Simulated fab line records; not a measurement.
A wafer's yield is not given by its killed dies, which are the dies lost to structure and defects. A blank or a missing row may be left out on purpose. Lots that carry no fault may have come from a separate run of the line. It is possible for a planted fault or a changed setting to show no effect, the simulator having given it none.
fab line records + flow n5_finfet
[record]
- lots = 13
- wafers = 36
- last_day = 17
route steps=1938 shown BEOL_M5@1163 PASSIVATION@1936
lots with no fault: from the same line, run without faults
start_h: hours from the record's first day to the start of the lot's first wafer shown + wait_h: hours elapsed since this lot's preceding step + " as in the row above + L1.1+2: a single row standing in for several wafers + - value missing, or start not given + * or withheld: withheld + < > ~ a bound
route shown NAME@n: NAME is a module with steps in the file, n the number in the route of the first one + usual: mean and standard deviation over wafers with no fault + same: alike in all rows + chamber/n: place in a boat + sites: readings site by site + _std_site: the values' standard deviation + _edge_site: inner sites' mean taken away from outer sites' mean + radius_mm: for every site, how far away it sits from the centre of the wafer + mask NAME#n: copy n + behind: the most recent tool/chamber to have shaped the wafer + hold: why the lot was held/for how many hours/how that ended + device: names the non-switching transistor (n, p or np) + end of line: the tests these same wafers got at the end of their route + for a step that has no rows: nothing shown but its recipe + killed: dies lost to structure and defects at the first sort, not the wafer's yield + map: per-die view of a wafer (x killed, . not killed, _ where there is no die)
set.NAME: the setting that was run; set.NAME@STEP: the one run at that earlier step + model.NAME: the simulator's own value behind a step, which no gauge read
steps of the route over a sample of lots; a table a step, a row a wafer
services: the hour from which a tool's chamber was out of use, counted from the record's first day as start_h (under 0 if before that day), plus the number of hours and why
[[steps]]
[step N5_BEOL_M5_OCD_MEAS_38]
[usual]
- trench_depth_nm = 71.8/1.6
| lot.wafer | tool   | chamber | start_h | wait_h | trench_depth_nm |
|-----------|--------|---------|---------|--------|-----------------|
| L293.2    | ocd-01 | -       | 178.47  | -      | 74.7            |
| L293.3    | "      | -       | "       | "      | 74.6            |
| L293.6    | "      | -       | "       | "      | 72.2            |
| L297.1    | ocd-01 | -       | 198.20  | -      | 71.6            |
| L297.2    | "      | -       | "       | "      | 74.4            |
| L297.4    | "      | -       | "       | "      | 74.4            |
| L304.2    | ocd-01 | -       | 232.70  | -      | 74.6            |
| L304.3    | "      | -       | "       | "      | 70.9            |
| L304.4    | "      | -       | "       | "      | 72.2            |
| L303.1    | ocd-02 | -       | 250.60  | -      | 70.0            |
| L303.4    | "      | -       | "       | "      | 70.8            |
| L303.5    | "      | -       | "       | "      | 69.0            |
| L305.4    | ocd-02 | -       | 250.83  | -      | 72.1            |
| L305.5    | "      | -       | "       | "      | 72.9            |
| L305.6    | "      | -       | "       | "      | 73.5            |
| L308.4    | ocd-01 | -       | 271.30  | -      | 73.5            |
| L308.6    | "      | -       | "       | "      | 71.6            |
| L309.1    | ocd-02 | -       | 277.02  | -      | 72.3            |
| L309.2    | "      | -       | "       | "      | 70.1            |
| L310.1    | ocd-02 | -       | 282.30  | -      | 71.6            |
| L310.2    | "      | -       | "       | "      | 71.4            |
| L311.1    | ocd-02 | -       | 284.52  | -      | 70.7            |
| L311.3    | "      | -       | "       | "      | 72.0            |
| L311.4    | "      | -       | "       | "      | 71.9            |
| L312.4    | ocd-01 | -       | 290.21  | -      | 72.9            |
| L312.5    | "      | -       | "       | "      | 69.2            |
| L312.6    | "      | -       | "       | "      | 69.7            |
| L313.2    | ocd-02 | -       | 296.88  | -      | 72.2            |
| L313.3    | "      | -       | "       | "      | 70.9            |
| L313.5    | "      | -       | "       | "      | 71.4            |
| L314.1    | ocd-02 | -       | 305.30  | -      | 74.1            |
| L314.2    | "      | -       | "       | "      | 71.6            |
| L314.3    | "      | -       | "       | "      | 74.8            |
| L315.3    | ocd-02 | -       | 305.59  | -      | 70.5            |
| L315.4    | "      | -       | "       | "      | 72.4            |
| L315.6    | "      | -       | "       | "      | 68.7            |
[step N5_BEOL_M5_CD_MEAS_35]
[recipe]
- target_cd_nm = 28
- target_cd_y_nm = 24
- polarity = opening
[usual]
- cd_nm = 27.9/0.43
| lot.wafer | tool      | chamber | start_h | wait_h | cd_nm |
|-----------|-----------|---------|---------|--------|-------|
| L293.2    | cd_sem-01 | -       | 178.63  | 0.0    | 27.7  |
| L293.3    | "         | -       | "       | "      | 27.5  |
| L293.6    | "         | -       | "       | "      | 27.2  |
| L297.1    | cd_sem-01 | -       | 198.36  | 0.0    | 27.9  |
| L297.2    | "         | -       | "       | "      | 27.6  |
| L297.4    | "         | -       | "       | "      | 27.8  |
| L304.2    | cd_sem-03 | -       | 232.86  | 0.0    | 27.7  |
| L304.3    | "         | -       | "       | "      | 28.0  |
| L304.4    | "         | -       | "       | "      | 27.0  |
| L303.1    | cd_sem-01 | -       | 250.76  | 0.0    | 28.1  |
| L303.4    | "         | -       | "       | "      | 28.6  |
| L303.5    | "         | -       | "       | "      | 27.9  |
| L305.4    | cd_sem-01 | -       | 250.99  | 0.0    | 28.4  |
| L305.5    | "         | -       | "       | "      | 27.9  |
| L305.6    | "         | -       | "       | "      | 28.0  |
| L308.4    | cd_sem-03 | -       | 271.45  | 0.0    | 27.9  |
| L308.6    | "         | -       | "       | "      | 28.0  |
| L309.1    | cd_sem-02 | -       | 277.18  | 0.0    | 27.7  |
| L309.2    | "         | -       | "       | "      | 27.8  |
| L310.1    | cd_sem-01 | -       | 282.45  | 0.0    | 27.5  |
| L310.2    | "         | -       | "       | "      | 28.0  |
| L311.1    | cd_sem-03 | -       | 284.71  | 0.0    | 28.1  |
| L311.3    | "         | -       | "       | "      | 28.4  |
| L311.4    | "         | -       | "       | "      | 28.1  |
| L312.4    | cd_sem-02 | -       | 290.36  | 0.0    | 27.8  |
| L312.5    | "         | -       | "       | "      | 27.4  |
| L312.6    | "         | -       | "       | "      | 27.3  |
| L313.2    | cd_sem-03 | -       | 297.03  | 0.0    | 27.6  |
| L313.3    | "         | -       | "       | "      | 28.0  |
| L313.5    | "         | -       | "       | "      | 27.5  |
| L314.1    | cd_sem-02 | -       | 305.45  | 0.0    | 28.2  |
| L314.2    | "         | -       | "       | "      | 27.7  |
| L314.3    | "         | -       | "       | "      | 27.1  |
| L315.3    | cd_sem-01 | -       | 305.75  | 0.0    | 27.5  |
| L315.4    | "         | -       | "       | "      | 27.2  |
| L315.6    | "         | -       | "       | "      | 27.3  |
[step N5_BEOL_M5_SPUTTER_81]
[recipe]
- material = Cu
- target_thk_a = 150
- temp_c = -20
- chamber_pressure_pa = 0.07
- power_w = withheld
- time_s = 27.62
[usual]
- chamber_pressure_pa = 0.07002/0.00014
- chuck_gas_flow_sccm = 1.26/0.049
- throttle_valve_pct = 29.8/0.99
| lot.wafer | tool           | chamber | start_h | wait_h | chamber_pressure_pa | chuck_gas_flow_sccm | throttle_valve_pct |
|-----------|----------------|---------|---------|--------|---------------------|---------------------|--------------------|
| L293.2    | pvd_sputter-02 | -       | 180.79  | 0.5    | 0.07018             | 1.35                | 28.5               |
| L293.3    | "              | -       | "       | "      | 0.06999             | 1.30                | 30.0               |
| L293.6    | "              | -       | "       | "      | 0.0701              | 1.30                | 30.2               |
| L297.1    | pvd_sputter-01 | -       | 200.89  | 0.5    | 0.06998             | 1.33                | 30.7               |
| L297.2    | "              | -       | "       | "      | 0.0702              | 1.23                | 29.9               |
| L297.4    | "              | -       | "       | "      | 0.07027             | 1.33                | 30.9               |
| L304.2    | pvd_sputter-01 | -       | 235.26  | 0.5    | -                   | -                   | -                  |
| L304.3    | "              | -       | "       | "      | -                   | -                   | -                  |
| L304.4    | "              | -       | "       | "      | -                   | -                   | -                  |
| L303.1    | pvd_sputter-01 | -       | 252.81  | 0.5    | -                   | -                   | -                  |
| L303.4    | "              | -       | "       | "      | -                   | -                   | -                  |
| L303.5    | "              | -       | "       | "      | -                   | -                   | -                  |
| L305.4    | pvd_sputter-02 | -       | 253.51  | 0.5    | -                   | -                   | -                  |
| L305.5    | "              | -       | "       | "      | -                   | -                   | -                  |
| L305.6    | "              | -       | "       | "      | -                   | -                   | -                  |
| L308.4    | pvd_sputter-01 | -       | 274.09  | 0.5    | 0.07009             | 1.24                | 30.6               |
| L308.6    | "              | -       | "       | "      | 0.06986             | 1.31                | 28.1               |
| L309.1    | pvd_sputter-02 | -       | 279.37  | 0.5    | 0.07013             | 1.29                | 28.6               |
| L309.2    | "              | -       | "       | "      | 0.06996             | 1.31                | 31.5               |
| L310.1    | pvd_sputter-03 | -       | 284.59  | 0.5    | 0.07015             | 1.22                | 30.8               |
| L310.2    | "              | -       | "       | "      | 0.06996             | 1.26                | 29.3               |
| L311.1    | pvd_sputter-01 | -       | 287.45  | 0.5    | 0.07009             | 1.25                | 30.3               |
| L311.3    | "              | -       | "       | "      | 0.07012             | 1.25                | 30.1               |
| L311.4    | "              | -       | "       | "      | 0.07013             | 1.27                | 30.8               |
| L312.4    | pvd_sputter-01 | -       | 292.73  | 0.5    | 0.06979             | 1.23                | 28.0               |
| L312.5    | "              | -       | "       | "      | 0.07017             | 1.24                | 27.8               |
| L312.6    | "              | -       | "       | "      | 0.06998             | 1.30                | 31.0               |
| L313.2    | pvd_sputter-03 | -       | 300.18  | 0.5    | 0.06997             | 1.21                | 30.5               |
| L313.3    | "              | -       | "       | "      | 0.07002             | 1.31                | 30.7               |
| L313.5    | "              | -       | "       | "      | 0.06983             | 1.26                | 29.2               |
| L314.1    | pvd_sputter-03 | -       | 308.43  | 0.5    | 0.06991             | 1.25                | 30.2               |
| L314.2    | "              | -       | "       | "      | 0.0701              | 1.17                | 29.8               |
| L314.3    | "              | -       | "       | "      | 0.07018             | 1.25                | 30.8               |
| L315.3    | pvd_sputter-02 | -       | 309.22  | 0.5    | 0.07006             | 1.24                | 30.0               |
| L315.4    | "              | -       | "       | "      | 0.07013             | 1.32                | 31.2               |
| L315.6    | "              | -       | "       | "      | 0.07008             | 1.16                | 30.1               |
[step N5_BEOL_M5_SPUTTER_83]
[recipe]
- material = Cu
- target_thk_a = 150
- temp_c = -20
- chamber_pressure_pa = 0.07
- power_w = withheld
- time_s = 27.62
[usual]
- chamber_pressure_pa = 0.07002/0.00013
- chuck_gas_flow_sccm = 1.26/0.052
- throttle_valve_pct = 29.8/0.99
| lot.wafer | tool           | chamber | start_h | wait_h | chamber_pressure_pa | chuck_gas_flow_sccm | throttle_valve_pct |
|-----------|----------------|---------|---------|--------|---------------------|---------------------|--------------------|
| L293.2    | pvd_sputter-02 | -       | 181.88  | 0.5    | 0.07002             | 1.26                | 28.7               |
| L293.3    | "              | -       | "       | "      | 0.06986             | 1.20                | 30.3               |
| L293.6    | "              | -       | "       | "      | 0.06988             | 1.23                | 30.2               |
| L297.1    | pvd_sputter-01 | -       | 201.98  | 0.5    | 0.0701              | 1.32                | 30.7               |
| L297.2    | "              | -       | "       | "      | 0.06989             | 1.11                | 30.0               |
| L297.4    | "              | -       | "       | "      | 0.07007             | 1.16                | 30.8               |
| L304.2    | pvd_sputter-01 | -       | 236.35  | 0.5    | 0.07009             | 1.32                | 30.3               |
| L304.3    | "              | -       | "       | "      | 0.07015             | 1.32                | 31.2               |
| L304.4    | "              | -       | "       | "      | 0.07004             | 1.21                | 27.9               |
| L303.1    | pvd_sputter-01 | -       | 253.89  | 0.5    | 0.0702              | 1.30                | 30.8               |
| L303.4    | "              | -       | "       | "      | 0.07014             | 1.29                | 30.8               |
| L303.5    | "              | -       | "       | "      | 0.07029             | 1.28                | 29.8               |
| L305.4    | pvd_sputter-02 | -       | 254.60  | 0.5    | 0.06998             | 1.31                | 30.2               |
| L305.5    | "              | -       | "       | "      | 0.07002             | 1.34                | 31.4               |
| L305.6    | "              | -       | "       | "      | 0.06983             | 1.31                | 28.4               |
| L308.4    | pvd_sputter-01 | -       | 275.18  | 0.5    | 0.07007             | 1.21                | 30.5               |
| L308.6    | "              | -       | "       | "      | 0.07                | 1.25                | 28.2               |
| L309.1    | pvd_sputter-02 | -       | 280.46  | 0.5    | 0.06994             | 1.31                | 28.6               |
| L309.2    | "              | -       | "       | "      | 0.07024             | 1.24                | 31.2               |
| L310.1    | pvd_sputter-03 | -       | 285.68  | 0.5    | 0.06998             | 1.27                | 30.4               |
| L310.2    | "              | -       | "       | "      | 0.07017             | 1.11                | 29.0               |
| L311.1    | pvd_sputter-01 | -       | 288.54  | 0.5    | 0.06999             | 1.29                | 30.5               |
| L311.3    | "              | -       | "       | "      | 0.06997             | 1.19                | 29.6               |
| L311.4    | "              | -       | "       | "      | 0.06981             | 1.25                | 30.9               |
| L312.4    | pvd_sputter-01 | -       | 293.82  | 0.5    | 0.06991             | 1.29                | 28.2               |
| L312.5    | "              | -       | "       | "      | 0.07001             | 1.29                | 27.8               |
| L312.6    | "              | -       | "       | "      | 0.07012             | 1.26                | 31.1               |
| L313.2    | pvd_sputter-03 | -       | 301.27  | 0.5    | 0.07011             | 1.25                | 30.2               |
| L313.3    | "              | -       | "       | "      | 0.06992             | 1.30                | 30.8               |
| L313.5    | "              | -       | "       | "      | 0.07019             | 1.28                | 29.2               |
| L314.1    | pvd_sputter-03 | -       | 309.52  | 0.5    | 0.0698              | 1.22                | 30.2               |
| L314.2    | "              | -       | "       | "      | 0.07004             | 1.34                | 30.0               |
| L314.3    | "              | -       | "       | "      | 0.07001             | 1.27                | 30.3               |
| L315.3    | pvd_sputter-02 | -       | 310.31  | 0.5    | 0.06987             | 1.28                | 30.2               |
| L315.4    | "              | -       | "       | "      | 0.06993             | 1.32                | 31.0               |
| L315.6    | "              | -       | "       | "      | 0.06997             | 1.25                | 30.0               |
[step N5_PASSIVATION_PROBE_49]
[usual]
- defect_limited_yield = 91.1/1.4
- killed_at_M0_to_M3 = 33/9.1
- killed_at_M4_up = 14/5.6
- killed_at_contacts = 13/5.7
- killed_at_front_end = 42/12
- killed_at_other = 4/3
- killed_dies = 105/16
- killed_open = 69/11
- killed_short = 34/7.5
- sort_bin_4_leakage = 0.00/0.0072
- sort_bin_5_function = 5.2/0.91
- sort_bin_6_memory = 3.3/0.64
- sort_bin_8_speed = 0.0/0.37
- sort_n_pass = 1075/16
- sort_yield_pct = 91.1/1.4
[same]
- gross_dies = 1180
- killed_at_back_side = 0
| lot.wafer | tool      | chamber | start_h | wait_h | defect_limited_yield[%] | killed_at_M0_to_M3 | killed_at_M4_up | killed_at_contacts | killed_at_front_end | killed_at_other | killed_dies | killed_open | killed_short | sort_bin_4_leakage[%] | sort_bin_5_function[%] | sort_bin_6_memory[%] | sort_bin_8_speed[%] | sort_n_pass | sort_yield_pct[%] |
|-----------|-----------|---------|---------|--------|-------------------------|--------------------|-----------------|--------------------|---------------------|-----------------|-------------|-------------|--------------|-----------------------|------------------------|----------------------|---------------------|-------------|-------------------|
| L304.2    | prober-02 | -       | 326.55  | 0.1    | 89.6                    | 32                 | 41              | 10                 | 37                  | 3               | 123         | 72          | 28           | 0                     | 6.6                    | 3.5                  | 0                   | 1057        | 89.6              |
| L304.3    | prober-02 | -       | 326.60  | 0.1    | 90.2                    | 13                 | 50              | 16                 | 31                  | 6               | 116         | 61          | 24           | 0                     | 5.8                    | 3.9                  | 0                   | 1064        | 90.2              |
| L304.4    | prober-02 | -       | 326.65  | 0.2    | 89.9                    | 31                 | 35              | 7                  | 39                  | 7               | 119         | 58          | 33           | 0                     | 5.4                    | 3.6                  | 0                   | 1061        | 89.9              |
| L303.1    | prober-01 | -       | 340.73  | 0.0    | 89.4                    | 24                 | 38              | 9                  | 52                  | 2               | 125         | 79          | 28           | 0                     | 5.8                    | 4.5                  | 0                   | 1055        | 89.4              |
| L303.4    | prober-01 | -       | 340.88  | 0.2    | 90.3                    | 17                 | 37              | 16                 | 44                  | 1               | 115         | 65          | 22           | 0                     | 5.2                    | 4.2                  | 0                   | 1065        | 90.3              |
| L303.5    | prober-01 | -       | 340.93  | 0.2    | 89.2                    | 26                 | 33              | 10                 | 54                  | 4               | 127         | 72          | 32           | 0                     | 5.7                    | 4.8                  | 0                   | 1053        | 89.2              |
| L305.4    | prober-02 | -       | 341.60  | 0.2    | 89.2                    | 28                 | 32              | 14                 | 51                  | 3               | 128         | 71          | 39           | 0                     | 6.6                    | 3.9                  | 0                   | 1052        | 89.2              |
| L305.5    | prober-02 | -       | 341.65  | 0.2    | 91.4                    | 24                 | 30              | 10                 | 35                  | 2               | 101         | 49          | 30           | 0.08                  | 5.1                    | 3.4                  | 0                   | 1078        | 91.4              |
| L305.6    | prober-02 | -       | 341.70  | 0.3    | 90.4                    | 30                 | 31              | 7                  | 45                  | 0               | 113         | 61          | 25           | 0                     | 5.0                    | 3.7                  | 0                   | 1067        | 90.4              |
| L309.2    | prober-01 | -       | 368.31  | 0.1    | 93.1                    | 25                 | 12              | 4                  | 33                  | 8               | 82          | 63          | 19           | 0                     | 3.7                    | 3.1                  | 0                   | 1098        | 93.1              |
| L312.4    | prober-01 | -       | 382.69  | 0.2    | 91.3                    | 25                 | 21              | 8                  | 47                  | 2               | 103         | 59          | 42           | 0                     | 4.5                    | 3.5                  | 0                   | 1077        | 91.3              |
| L312.5    | prober-01 | -       | 382.74  | 0.2    | 90.9                    | 30                 | 16              | 11                 | 50                  | 0               | 107         | 62          | 42           | 0                     | 5.8                    | 3.1                  | 0                   | 1073        | 90.9              |
| L312.6    | prober-01 | -       | 382.79  | 0.3    | 90.2                    | 45                 | 14              | 15                 | 41                  | 1               | 116         | 73          | 38           | 0                     | 5.6                    | 4.0                  | 0                   | 1064        | 90.2              |
| L313.2    | prober-02 | -       | 390.10  | 0.1    | 91.4                    | 29                 | 18              | 7                  | 46                  | 2               | 102         | 66          | 36           | 0                     | 4.7                    | 3.6                  | 0                   | 1078        | 91.4              |
| L313.3    | prober-02 | -       | 390.15  | 0.1    | 92.5                    | 41                 | 6               | 10                 | 31                  | 1               | 89          | 51          | 37           | 0                     | 4.4                    | 2.9                  | 0                   | 1091        | 92.5              |
| L313.5    | prober-02 | -       | 390.25  | 0.2    | 90.7                    | 37                 | 11              | 9                  | 48                  | 5               | 110         | 65          | 44           | 0                     | 5.8                    | 3.2                  | 0                   | 1070        | 90.7              |
| L314.1    | prober-02 | -       | 411.58  | 0.0    | 89.7                    | 40                 | 14              | 16                 | 40                  | 11              | 121         | 79          | 40           | 0                     | 6.7                    | 3.4                  | 0                   | 1059        | 89.7              |
| L314.2    | prober-02 | -       | 411.63  | 0.1    | 89.0                    | 42                 | 24              | 15                 | 45                  | 4               | 130         | 97          | 33           | 0                     | 5.5                    | 5.1                  | 0                   | 1050        | 89.0              |
| L314.3    | prober-02 | -       | 411.68  | 0.1    | 91.9                    | 28                 | 12              | 13                 | 36                  | 6               | 95          | 67          | 26           | 0                     | 4.5                    | 3.1                  | 0                   | 1085        | 91.9              |
// killed by level:class
L304.2 BEOL_M5:interface_void_opened=21 FIN_SAQP:geometric_particle:open=15 BEOL_M4:geometric_particle:open=8 BEOL_M0_SAQP:geometric_particle:short=7 BEOL_M1:geometric_particle:open=7 BEOL_M3:geometric_particle:open=7 DUMMY_GATE:geometric_particle:open=6 MOL_CONTACT_COAG:geometric_particle:open=6
L304.3 BEOL_M5:interface_void_opened=30 MOL_CONTACT_COAG:geometric_particle:open=13 FIN_SAQP:geometric_particle:open=8 BEOL_M4:geometric_particle:open=8 DUMMY_GATE:geometric_particle:open=7 BEOL_M0_SAQP:geometric_particle:open=5 STI_FIN_REVEAL:geometric_particle:open=4 BEOL_M2:geometric_particle:open=4
L304.4 FIN_SAQP:geometric_particle:open=16 BEOL_M5:interface_void_opened=16 HKMG_FIN:area_etch=10 BEOL_M3:geometric_particle:open=8 BEOL_M0_SAQP:geometric_particle:short=7 BEOL_M0_SAQP:geometric_particle:open=6 BEOL_M4:geometric_particle:open=6 BEOL_M4:geometric_particle:short=6
L303.1 BEOL_M5:interface_void_opened=17 FIN_SAQP:geometric_particle:open=14 BEOL_M4:geometric_particle:open=11 BEOL_M3:geometric_particle:open=10 STI_FIN_REVEAL:geometric_particle:open=9 GATE_CUT:geometric_particle:open=7 MOL_CONTACT_COAG:geometric_particle:open=7 FIN_SAQP:geometric_particle:short=5
L303.4 BEOL_M5:interface_void_opened=25 MOL_CONTACT_COAG:geometric_particle:open=13 FIN_SAQP:geometric_particle:open=12 STI_FIN_REVEAL:geometric_particle:open=12 BEOL_M3:geometric_particle:open=5 FIN_SAQP:geometric_particle:short=4 BEOL_M1:geometric_particle:open=4 BEOL_M1:geometric_particle:short=4
L303.5 BEOL_M5:interface_void_opened=21 STI_FIN_REVEAL:geometric_particle:open=15 FIN_SAQP:geometric_particle:short=9 MOL_CONTACT_COAG:geometric_particle:open=9 BEOL_M3:geometric_particle:open=8 FIN_SAQP:geometric_particle:open=7 STI_FIN_REVEAL:geometric_particle:short=6 BEOL_M1:geometric_particle:open=6
L305.4 BEOL_M5:interface_void_opened=18 MOL_CONTACT_COAG:geometric_particle:open=13 DUMMY_GATE:geometric_particle:open=9 FIN_SAQP:geometric_particle:short=8 STI_FIN_REVEAL:geometric_particle:open=6 BEOL_M0_SAQP:geometric_particle:short=6 BEOL_M1:geometric_particle:open=6 BEOL_M3:geometric_particle:open=6
L305.5 BEOL_M5:interface_void_opened=22 MOL_CONTACT_COAG:geometric_particle:open=8 DUMMY_GATE:geometric_particle:open=6 STI_FIN_REVEAL:geometric_particle:open=5 GATE_CUT:geometric_particle:short=5 BEOL_M0_SAQP:geometric_particle:short=5 BEOL_M0_SAQP:geometric_particle:open=4 BEOL_M2:geometric_particle:open=4
L305.6 BEOL_M5:interface_void_opened=20 BEOL_M3:geometric_particle:open=12 GATE_CUT:geometric_particle:short=8 DUMMY_GATE:geometric_particle:open=6 MOL_CONTACT_COAG:geometric_particle:open=6 BEOL_M2:geometric_particle:open=6 HKMG_FIN:area_etch=6 FIN_SAQP:geometric_particle:open=5
L309.2 STI_FIN_REVEAL:geometric_particle:open=13 BEOL_M1:geometric_particle:open=12 BEOL_M5:geometric_particle:open=5 BEOL_M0_SAQP:geometric_particle:open=5 FIN_CUT:geometric_particle:short=3 GATE_CUT:geometric_particle:open=3 MOL_CONTACT_COAG:geometric_particle:open=3 BEOL_M3:geometric_particle:open=3
L312.4 STI_FIN_REVEAL:geometric_particle:open=12 BEOL_M4:geometric_particle:open=10 FIN_SAQP:geometric_particle:short=9 MOL_CONTACT_COAG:geometric_particle:open=7 BEOL_M3:geometric_particle:open=7 FIN_SAQP:geometric_particle:open=5 ILD0:geometric_particle:short=5 GATE_CUT:geometric_particle:short=5
L312.5 FIN_SAQP:geometric_particle:short=9 STI_FIN_REVEAL:geometric_particle:open=9 MOL_CONTACT_COAG:geometric_particle:open=8 BEOL_M4:geometric_particle:short=7 STARTING-WAFER:geometric_particle:open=7 BEOL_M0_SAQP:geometric_particle:short=6 GATE_CUT:geometric_particle:short=6 BEOL_M2:geometric_particle:open=6
L312.6 MOL_CONTACT_COAG:geometric_particle:open=13 STI_FIN_REVEAL:geometric_particle:open=12 BEOL_M0_SAQP:geometric_particle:open=12 BEOL_M0_SAQP:geometric_particle:short=11 GATE_CUT:geometric_particle:short=6 BEOL_M3:geometric_particle:open=6 FIN_SAQP:geometric_particle:open=4 DUMMY_GATE:geometric_particle:open=4
L313.2 BEOL_M1:geometric_particle:open=13 GATE_CUT:geometric_particle:short=10 BEOL_M4:geometric_particle:open=8 BEOL_M2:geometric_particle:open=7 GATE_CUT:geometric_particle:open=6 MOL_CONTACT_COAG:geometric_particle:open=6 STI_FIN_REVEAL:geometric_particle:open=5 STI_FIN_REVEAL:geometric_particle:short=5
L313.3 BEOL_M0_SAQP:geometric_particle:short=10 BEOL_M0_SAQP:geometric_particle:open=9 BEOL_M1:geometric_particle:open=8 BEOL_M3:geometric_particle:open=6 FIN_SAQP:geometric_particle:short=5 MOL_CONTACT_COAG:geometric_particle:open=5 MOL_CONTACT_COAG:geometric_particle:short=4 FIN_SAQP:geometric_particle:open=3
L313.5 FIN_SAQP:geometric_particle:short=10 MOL_CONTACT_COAG:geometric_particle:open=9 BEOL_M0_SAQP:geometric_particle:short=8 BEOL_M3:geometric_particle:open=8 FIN_SAQP:geometric_particle:open=6 ILD0:geometric_particle:open=6 GATE_CUT:geometric_particle:open=5 BEOL_M0_SAQP:geometric_particle:open=5
L314.1 STI_FIN_REVEAL:geometric_particle:open=15 BEOL_M1:geometric_particle:open=15 MOL_CONTACT_COAG:geometric_particle:open=13 BEOL_M0_SAQP:geometric_particle:short=11 MIM_TOP_ETCH:geometric_particle:short=7 FIN_SAQP:geometric_particle:short=6 BEOL_M4:geometric_particle:open=6 STARTING-WAFER:geometric_particle:open=6
L314.2 STI_FIN_REVEAL:geometric_particle:open=22 BEOL_M0_SAQP:geometric_particle:open=17 BEOL_M4:geometric_particle:open=13 MOL_CONTACT_COAG:geometric_particle:open=10 BEOL_M3:geometric_particle:open=8 BEOL_M0_SAQP:geometric_particle:short=6 MOL_CONTACT_COAG:geometric_particle:short=5 FIN_SAQP:geometric_particle:open=4
L314.3 STI_FIN_REVEAL:geometric_particle:open=13 MOL_CONTACT_COAG:geometric_particle:open=9 BEOL_M0_SAQP:geometric_particle:open=9 BEOL_M4:geometric_particle:open=6 BEOL_M0_SAQP:geometric_particle:short=6 BEOL_M1:geometric_particle:open=6 BEOL_M2:geometric_particle:open=5 STI_FIN_REVEAL:geometric_particle:short=4
[[services]]
| tool           | chamber | start_h | hours | kind   |
|----------------|---------|---------|-------|--------|
| pvd_sputter-01 | -       | 161.78  | 0.8   | repair |
[[key]]
[first_sign]
- step = N5_BEOL_M5_SPUTTER_81
- reading = tool_record
- direction = missing
[effect]
- step = N5_PASSIVATION_PROBE_49
- reading = killed_at_M4_up
- direction = up
- sigmas = 4
- usual = 14
- struck = 36
met_at N5_BEOL_M5_SPUTTER_81
struck_lots L303,L304,L305
[baseline_loss]
- step = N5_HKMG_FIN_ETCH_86
- wafers = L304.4
not_acting_at N5_BEOL_M5_OCD_MEAS_38,N5_BEOL_M5_CD_MEAS_35,N5_BEOL_M5_SPUTTER_83
onset_between 200.89 235.26
[fault]
- kind = skipped_step_whole
- tool = pvd_sputter-01,pvd_sputter-02
- chamber = -
- onset_h = 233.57
- steps = N5_BEOL_M5_SPUTTER_81
- scope = struck_lots_only
// baseline_loss: these wafers lose ten dies or more at that step, a loss of the line's own and not of a fault; the sort's usual values leave them out
